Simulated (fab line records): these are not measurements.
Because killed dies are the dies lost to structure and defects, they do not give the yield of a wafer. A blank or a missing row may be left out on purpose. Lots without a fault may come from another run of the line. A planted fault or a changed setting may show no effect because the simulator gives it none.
Lot-split experiment	flow n5-finfet	route with 1938 steps; 7 lots, 21 wafers read

THE SPLIT ITSELF
At N5_BEOL_M14_EXPOSE_07 (exposes mask V13), the setting dose-mj was moved away from the recipe's 57 on 7 of the 21 wafers read, by -4.2% to +3.6%. All remaining wafers had this setting at the recipe value.

FROM THE SPLIT TO THE READING: what the file shows between them, 6 steps
- N5_BEOL_M14_PEB_08: peb time 90 s
- N5_BEOL_M14_DEVELOP_09: develop time 45 s
- N5_BEOL_M14_HARDBAKE_14: time 120 s
- N5_BEOL_M14_CD_MEAS_10: target cd 250 nm
- N5_BEOL_M14_STRIP_71: strips in post etch residue remover, time 60 s
- N5_BEOL_M14_SRD_72: time 30 s, dry time 30 s

THE READING
Shown in nm: cd-nm at N5_BEOL_M14_CD_MEAS_17, with target cd 250 nm. A value of 251.3 nm with a standard deviation of 1.5 nm is what fault-free wafers of this fab line usually give.

wafer	tool, chamber at the split	dose-mj as run	against the recipe	cd-nm, nm	against lot-mates on the recipe
L074.1	krf-scanner-02, 0	57	recipe	251.3	-
L074.4	krf-scanner-02, 0	57	recipe	251.3	-
L074.5	krf-scanner-02, 0	57	recipe	251.4	-
L077.1	krf-scanner-01, 0	57	recipe	253.4	-
L077.3	krf-scanner-01, 0	57	recipe	250.8	-
L077.5	krf-scanner-01, 0	57	recipe	250.1	-
L079.2	krf-scanner-02, 0	57	recipe	250.1	-
L079.4	krf-scanner-02, 0	57	recipe	252.2	-
L079.6	krf-scanner-02, 0	57	recipe	250.0	-
L080.2	krf-scanner-01, 0	59.05	+3.6%	256.8	+7.6
L080.4	krf-scanner-01, 0	57	recipe	249.2	-
L080.5	krf-scanner-01, 0	59.05	+3.6%	256.8	+7.6
L083.1	krf-scanner-02, 0	55.28	-3.0%	243.9	-7.4
L083.4	krf-scanner-02, 0	55.28	-3.0%	242.6	-8.7
L083.6	krf-scanner-02, 0	57	recipe	251.3	-
L094.1	krf-scanner-02, 0	57	recipe	250.9	-
L094.3	krf-scanner-02, 0	54.62	-4.2%	247.1	-4.1
L094.6	krf-scanner-02, 0	57	recipe	251.4	-
L095.2	krf-scanner-01, 0	57	recipe	250.4	-
L095.3	krf-scanner-01, 0	55.1	-3.3%	245.0	-5.4
L095.5	krf-scanner-01, 0	55.1	-3.3%	246.0	-4.4

FIT RESULTS
A straight line over all 21 wafers: cd-nm changes by +1.67 nm for each +1% of dose-mj; r = +0.92; the points scatter about the line by 1.4 nm.
The same after taking each lot's own level away (the mean of its wafers on the recipe; 21 wafers): +1.84 nm for each +1%; r = +0.93; scatter 1.5 nm.
According to that fit, moving dose-mj by its largest amount changes the reading by 7.7 nm.
The lots' own levels span 249.20 to 251.43 nm, that is 1.5 times the standard deviation above.
Consequently the slope shifts little with the lot-to-lot level, the two slopes agreeing.
Check: with one of the wafers moved furthest among these (-4.2%) left out of the fit, the line predicts -8.54 nm for it against its lot-mates. Against them it came out at -4.05 nm.

THE OTHER SPLITS THESE WAFERS WENT THROUGH
Before the reading, these wafers also passed through other splits. Each is held against what the fit with the lots' levels taken away leaves over:
other split on the same wafers	wafers away from the commonest value	r with cd-nm (lot level and that fit taken away)
N5_BEOL_M13_COAT_04 spin-rpm	8	+0.10

THE WHOLE CHAIN: every reading that the file lists as answering this split, in the file's order
step	what it does	reading	change (the file's fit)	r (the file's)
N5_BEOL_M14_CD_MEAS_10	target cd 250 nm	cd-nm	+1.7 nm for each +1% of the setting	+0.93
N5_BEOL_M14_CD_MEAS_17	target cd 250 nm	cd-nm	+1.68 nm for each +1% of the setting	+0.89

FILE'S OWN FIT
cd-nm changes by +1.68 nm for each +1% of dose-mj, r = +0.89.
